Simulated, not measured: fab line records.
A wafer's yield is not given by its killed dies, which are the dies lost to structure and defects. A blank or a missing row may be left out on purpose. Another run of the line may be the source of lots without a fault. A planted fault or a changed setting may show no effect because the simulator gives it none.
Split-lot trial -- flow n5Finfet -- route with 1938 steps; 7 lots, 39 wafers read

## THE SPLIT
At N5_ZERO_LAYER_DEVELOP_10 (develop time 60 s), the setting developTimeS was moved away from the recipe's 60 s on 18 of the 39 wafers read, by -52.6% to +57.6%. For the rest of the wafers, this setting stayed at what the recipe calls for.

## BETWEEN THE SPLIT AND THE READING: the file shows 1 step in between
- N5_ZERO_LAYER_HARDBAKE_23: time 120 s

## THE READING
At N5_ZERO_LAYER_CD_MEAS_11: cdNm in nanometres, against a target cd of 2000 nm. A value of 2000.3 nm with a standard deviation of 1.6 nm is what fault-free wafers of this fab line usually give.

wafer,"tool, chamber at the split","developTimeS as run, s",against the recipe,"cdNm, nm",against lot-mates on the recipe
L075.1,"lithoTrack-02, 0",28.45,-52.6%,1984.3,-15.1
L075.2,"lithoTrack-02, 0",60,recipe,1999.6,-
L075.3,"lithoTrack-02, 0",60,recipe,1998.9,-
L075.4,"lithoTrack-02, 0",60,recipe,1999.6,-
L075.5,"lithoTrack-02, 0",28.45,-52.6%,1982.7,-16.7
L075.6,"lithoTrack-02, 0",28.45,-52.6%,1983.4,-16.0
L083.1,"lithoTrack-05, 0",60,recipe,1999.6,-
L083.2,"lithoTrack-05, 0",60,recipe,1998.5,-
L083.6,"lithoTrack-05, 0",60,recipe,1999.7,-
L085.1,"lithoTrack-04, 0",91.16,+51.9%,2009.9,+9.4
L085.2,"lithoTrack-04, 0",91.16,+51.9%,2009.0,+8.5
L085.3,"lithoTrack-04, 0",60,recipe,2001.1,-
L085.4,"lithoTrack-04, 0",60,recipe,2000.0,-
L085.5,"lithoTrack-04, 0",91.16,+51.9%,2008.1,+7.6
L085.6,"lithoTrack-04, 0",60,recipe,2000.3,-
L086.1,"lithoTrack-02, 0",36.04,-39.9%,1987.1,-12.4
L086.2,"lithoTrack-02, 0",60,recipe,1999.6,-
L086.3,"lithoTrack-02, 0",60,recipe,1998.5,-
L086.4,"lithoTrack-02, 0",36.04,-39.9%,1988.0,-11.5
L086.5,"lithoTrack-02, 0",60,recipe,2000.4,-
L086.6,"lithoTrack-02, 0",36.04,-39.9%,1988.1,-11.4
L088.1,"lithoTrack-02, 0",60,recipe,2000.2,-
L088.2,"lithoTrack-02, 0",60,recipe,1998.5,-
L088.3,"lithoTrack-02, 0",94.53,+57.6%,2008.9,+9.9
L088.4,"lithoTrack-02, 0",60,recipe,1998.4,-
L088.5,"lithoTrack-02, 0",94.53,+57.6%,2007.9,+8.9
L088.6,"lithoTrack-02, 0",94.53,+57.6%,2010.0,+11.0
L089.1,"lithoTrack-05, 0",38.02,-36.6%,1993.5,-8.8
L089.2,"lithoTrack-05, 0",60,recipe,2003.7,-
L089.3,"lithoTrack-05, 0",38.02,-36.6%,1991.6,-10.7
L089.4,"lithoTrack-05, 0",60,recipe,2002.0,-
L089.5,"lithoTrack-05, 0",60,recipe,2001.1,-
L089.6,"lithoTrack-05, 0",38.02,-36.6%,1991.8,-10.5
L091.1,"lithoTrack-02, 0",46.21,-23.0%,1995.1,-4.6
L091.2,"lithoTrack-02, 0",46.21,-23.0%,1993.1,-6.6
L091.3,"lithoTrack-02, 0",60,recipe,1999.1,-
L091.4,"lithoTrack-02, 0",46.21,-23.0%,1996.1,-3.6
L091.5,"lithoTrack-02, 0",60,recipe,2000.2,-
L091.6,"lithoTrack-02, 0",60,recipe,1999.8,-

FIT RESULTS
A straight line over all 39 wafers: cdNm changes by +0.22 nm for each +1% of developTimeS; r = +0.96; the points scatter about the line by 2.1 nm.
The same after taking each lot's own level away (the mean of its wafers on the recipe; 39 wafers): +0.225 nm for each +1%; r = +0.97; scatter 1.7 nm.
On that fit, the largest move of developTimeS shifts the reading by 13 nm.
From 1999.03 to 2002.27 nm: that is the span of the lots' own levels, equal to 2.0 times the standard deviation above.
So the lot-to-lot level changes the slope little: the two slopes agree.
Check: for one of the wafers moved furthest among these (+57.6%), held out of the fit, the line's prediction against its lot-mates is +12.1 nm. It came out at +9.87 nm against them.

## THE WHOLE CHAIN: every reading that the file lists as answering this split, in the file's order
step,what it does,reading,change (the file's fit),r (the file's)
N5_ZERO_LAYER_CD_MEAS_11,target cd 2000 nm,cdNm,+0.228 nm for each +1% of the setting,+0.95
N5_ZERO_LAYER_DESCUM_16,"chemistry O2, time 7.9 s","ZERO_LAYER.cdNm (the simulator's own value, which no gauge read)",+0.231 nm for each +1% of the setting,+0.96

## FILE'S OWN FIT
cdNm changes by +0.228 nm for each +1% of developTimeS, r = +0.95.
